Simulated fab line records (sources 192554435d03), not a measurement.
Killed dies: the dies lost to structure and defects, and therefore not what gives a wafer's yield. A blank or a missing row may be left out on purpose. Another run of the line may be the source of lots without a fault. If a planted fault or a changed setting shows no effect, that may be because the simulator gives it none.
Split-lot study + flow n5-finfet + on a route of 1938 steps: 7 lots, 39 wafers read

## ABOUT THE SPLIT
At N5_BEOL_M10_ILD_DEP_00 (deposits SiCOH lowk from DEMS/porogen, target thk 308.51 nm, time 58 s), the setting time-s was moved away from the recipe's 58 s on 12 of the 39 wafers read, by -54.7% to +54.1%. All remaining wafers had this setting at the recipe value.

## FROM SPLIT TO READING: 1 step shown by the file between the two
- N5_BEOL_M10_CURE_71: cures SiCOH lowk, time 240 s

## THE READING
M10_ILD_THK at N5_BEOL_M10_THK_MEAS_01, in nm. Fault-free wafers of this fab line usually give 268 nm, standard deviation 3.3 nm.

| wafer  | tool, chamber at the split | time-s as run, s | against the recipe | M10_ILD_THK, nm | against lot-mates on the recipe |
|--------|----------------------------|------------------|--------------------|-----------------|---------------------------------|
| L074.1 | pecvd-03, 0                | 89.4             | +54.1%             | 411             | +142                            |
| L074.2 | pecvd-03, 1                | 58               | recipe             | 266             | -                               |
| L074.3 | pecvd-03, 2                | 89.4             | +54.1%             | 414             | +145                            |
| L074.4 | pecvd-03, 0                | 58               | recipe             | 272             | -                               |
| L074.5 | pecvd-03, 1                | 58               | recipe             | 269             | -                               |
| L074.6 | pecvd-03, 2                | 89.4             | +54.1%             | 420             | +151                            |
| L079.3 | pecvd-02, 0                | 58               | recipe             | 272             | -                               |
| L079.5 | pecvd-02, 1                | 58               | recipe             | 267             | -                               |
| L079.6 | pecvd-02, 0                | 58               | recipe             | 275             | -                               |
| L082.1 | pecvd-03, 2                | 58               | recipe             | 268             | -                               |
| L082.2 | pecvd-03, 0                | 85.78            | +47.9%             | 395             | +126                            |
| L082.3 | pecvd-03, 1                | 85.78            | +47.9%             | 389             | +120                            |
| L082.4 | pecvd-03, 2                | 85.78            | +47.9%             | 401             | +132                            |
| L082.5 | pecvd-03, 1                | 58               | recipe             | 270             | -                               |
| L082.6 | pecvd-03, 0                | 58               | recipe             | 268             | -                               |
| L085.1 | pecvd-01, 1                | 58               | recipe             | 265             | -                               |
| L085.2 | pecvd-01, 2                | 58               | recipe             | 269             | -                               |
| L085.3 | pecvd-01, 0                | 58               | recipe             | 267             | -                               |
| L085.4 | pecvd-01, 0                | 58               | recipe             | 271             | -                               |
| L085.5 | pecvd-01, 2                | 58               | recipe             | 271             | -                               |
| L085.6 | pecvd-01, 1                | 58               | recipe             | 270             | -                               |
| L084.1 | pecvd-02, 2                | 58               | recipe             | 263             | -                               |
| L084.2 | pecvd-02, 1                | 58               | recipe             | 266             | -                               |
| L084.3 | pecvd-02, 0                | 58               | recipe             | 269             | -                               |
| L084.4 | pecvd-02, 1                | 26.27            | -54.7%             | 125             | -141                            |
| L084.5 | pecvd-02, 2                | 26.27            | -54.7%             | 122             | -144                            |
| L084.6 | pecvd-02, 0                | 26.27            | -54.7%             | 129             | -137                            |
| L089.1 | pecvd-02, 2                | 58               | recipe             | 267             | -                               |
| L089.2 | pecvd-02, 1                | 58               | recipe             | 266             | -                               |
| L089.3 | pecvd-02, 0                | 58               | recipe             | 267             | -                               |
| L089.4 | pecvd-02, 0                | 58               | recipe             | 274             | -                               |
| L089.5 | pecvd-02, 1                | 58               | recipe             | 271             | -                               |
| L089.6 | pecvd-02, 2                | 58               | recipe             | 268             | -                               |
| L094.1 | pecvd-01, 0                | 58               | recipe             | 265             | -                               |
| L094.2 | pecvd-01, 2                | 82.06            | +41.5%             | 378             | +110                            |
| L094.3 | pecvd-01, 1                | 58               | recipe             | 265             | -                               |
| L094.4 | pecvd-01, 1                | 82.06            | +41.5%             | 385             | +117                            |
| L094.5 | pecvd-01, 2                | 58               | recipe             | 273             | -                               |
| L094.6 | pecvd-01, 0                | 82.06            | +41.5%             | 383             | +115                            |

FIT RESULTS
A straight line over all 39 wafers: M10_ILD_THK changes by +2.66 nm for each +1% of time-s; r = +1.00; the points scatter about the line by 3.5 nm.
The same after taking each lot's own level away (the mean of its wafers on the recipe; 39 wafers): +2.65 nm for each +1%; r = +1.00; scatter 3.5 nm.
According to that fit, moving time-s by its largest amount changes the reading by 1.4e+02 nm.
From 266.0 to 271.3 nm: that is the span of the lots' own levels, equal to 1.6 times the standard deviation above.
Consequently the slope shifts little with the lot-to-lot level, the two slopes agreeing.
Check: -145 nm against its lot-mates is what the line predicts for one of the wafers moved furthest among these (-54.7%) when that wafer is left out of the fit. Against them it came out at -141 nm.

## THESE WAFERS: OTHER SPLITS
Note: prior to the reading, these wafers also went through further splits. Each is held against what the fit with the lots' levels taken away leaves over:
| other split on the same wafers     | wafers away from the commonest value | r with M10_ILD_THK (lot level and that fit taken away) |
|------------------------------------|--------------------------------------|--------------------------------------------------------|
| N5_BEOL_M4_ETCH_70 time-s          | 15                                   | -0.10                                                  |
| N5_BEOL_M6_ETCH_66 target-depth-a  | 18                                   | -0.09                                                  |
| N5_BEOL_M8_ILD_DEP_00 target-thk-a | 9                                    | -0.21                                                  |

## THE WHOLE CHAIN: every reading that the file lists as answering this split, in the file's order
| step                    | what it does                                                           | reading                                                                                   | change (the file's fit)              | r (the file's) |
|-------------------------|------------------------------------------------------------------------|-------------------------------------------------------------------------------------------|--------------------------------------|----------------|
| N5_BEOL_M10_ILD_DEP_00  | deposits SiCOH lowk from DEMS/porogen, target thk 308.51 nm, time 58 s | SiCOH_lowk_of_BEOL_M10_ILD_DEP_00.thk-nm (the simulator's own value, which no gauge read) | +3 nm for each +1% of the setting    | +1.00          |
| N5_BEOL_M10_CURE_71     | cures SiCOH lowk, time 240 s                                           | SiCOH_lowk_of_BEOL_M10_ILD_DEP_00.thk-nm (the simulator's own value, which no gauge read) | +2.66 nm for each +1% of the setting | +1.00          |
| N5_BEOL_M10_THK_MEAS_01 |                                                                        | M10_ILD_THK                                                                               | +2.66 for each +1% of the setting    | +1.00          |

## FILE'S OWN FIT
M10_ILD_THK changes by +2.66 nm for each +1% of time-s, r = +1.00.
